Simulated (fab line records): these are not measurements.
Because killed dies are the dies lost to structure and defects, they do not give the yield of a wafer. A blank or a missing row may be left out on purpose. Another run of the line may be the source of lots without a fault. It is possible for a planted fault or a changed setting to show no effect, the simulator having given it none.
Matching of chambers | flow nand_harc | 4 sister chambers for NHARC_A_STAIRCASE_TRIM_196 on rie_diel-13
The step chemistry O2, time 211.2 s. 24 wafers are shown with their chamber, then 12 later ones without.

## WAFERS WITH THEIR CHAMBER
wafer  | chamber | showerhead_plenum_p_Torr (Torr) | oes_product_au (a.u.) | rf_vpp_V (V)
L074.1 | 2       | 3.52                            | 1.006                 | 57.7
L074.3 | 3       | 3.59                            | 1.001                 | 57.3
L074.4 | 2       | 3.52                            | 1.016                 | 57.6
L075.1 | 2       | 3.51                            | 1.012                 | 58.2
L075.3 | 1       | 3.38                            | 0.994                 | 58.4
L075.5 | 3       | 3.59                            | 1.006                 | 56.6
L079.1 | 2       | 3.50                            | 1.004                 | 57.9
L079.4 | 0       | 3.68                            | 1.007                 | 58.6
L079.6 | 2       | 3.50                            | 1.013                 | 58.4
L080.1 | 0       | 3.68                            | 1.006                 | 57.6
L080.4 | 2       | 3.50                            | 1.019                 | 56.6
L080.5 | 0       | 3.68                            | 0.995                 | 56.8
L083.3 | 2       | 3.50                            | 1.008                 | 57.3
L083.5 | 3       | 3.58                            | 0.992                 | 57.7
L083.6 | 0       | 3.67                            | 1.002                 | 59.4
L084.3 | 0       | 3.67                            | 0.995                 | 59.2
L084.4 | 1       | 3.36                            | 0.995                 | 58.1
L084.6 | 0       | 3.67                            | 1.009                 | 58.5
L085.1 | 3       | 3.57                            | 0.998                 | 57.7
L085.5 | 3       | 3.57                            | 1.009                 | 57.0
L085.6 | 2       | 3.49                            | 1.018                 | 57.8
L086.1 | 1       | 3.36                            | 0.977                 | 57.1
L086.4 | 0       | 3.67                            | 1.000                 | 59.5
L086.5 | 1       | 3.35                            | 0.992                 | 57.5

SIGNATURES, as means of the wafers listed above
reading                  | chamber 0 | chamber 1 | chamber 2 | chamber 3 | scatter within a chamber
showerhead_plenum_p_Torr | 3.6743    | 3.3625    | 3.5050    | 3.5800    | 0.00961
oes_product_au           | 1.00200   | 0.98950   | 1.01200   | 1.00120   | 0.00633
rf_vpp_V                 | 58.514    | 57.775    | 57.688    | 57.260    | 0.711
Rule: distance of a wafer from a chamber = root of the sum over the readings of ((wafer's reading minus chamber's mean) / reading's scatter) squared. The wafer belongs to the nearest chamber; if the next one is less than 2 further off, it can't be placed. The scatter is the square root of a quotient: the sum, over the shown wafers, of each reading's squared deviation from its chamber's mean, divided by wafers minus chambers.

## WAFERS WITHOUT THEIR CHAMBER
wafer  | showerhead_plenum_p_Torr (Torr) | oes_product_au (a.u.) | rf_vpp_V (V)
L087.2 | 3.35                            | 0.996                 | 57.3
L087.3 | 3.67                            | 1.001                 | 57.1
L087.5 | 3.35                            | 0.985                 | 57.5
L088.1 | 3.66                            | 1.005                 | 59.6
L088.3 | 3.57                            | 1.014                 | 57.8
L088.4 | 3.49                            | 1.032                 | 57.4
L092.1 | 3.66                            | 0.971                 | 58.9
L092.4 | 3.66                            | 0.979                 | 59.2
L092.6 | 3.35                            | 1.001                 | 57.0
L095.2 | 3.48                            | 1.001                 | 58.5
L095.4 | 3.48                            | 0.995                 | 57.3
L095.6 | 3.66                            | 0.990                 | 57.7

## WHICH CHAMBER EACH WENT THROUGH
wafer  | from the rows above | in truth
L087.2 | 1                   | 1
L087.3 | 0                   | 0
L087.5 | 1                   | 1
L088.1 | 0                   | 0
L088.3 | 3                   | 3
L088.4 | 2                   | 2
L092.1 | 0                   | 0
L092.4 | 0                   | 0
L092.6 | 1                   | 1
L095.2 | 2                   | 2
L095.4 | 2                   | 2
L095.6 | 0                   | 0
Placed correctly: 12 of 12. Not placeable from these rows: 0. Wrongly placed: 0.
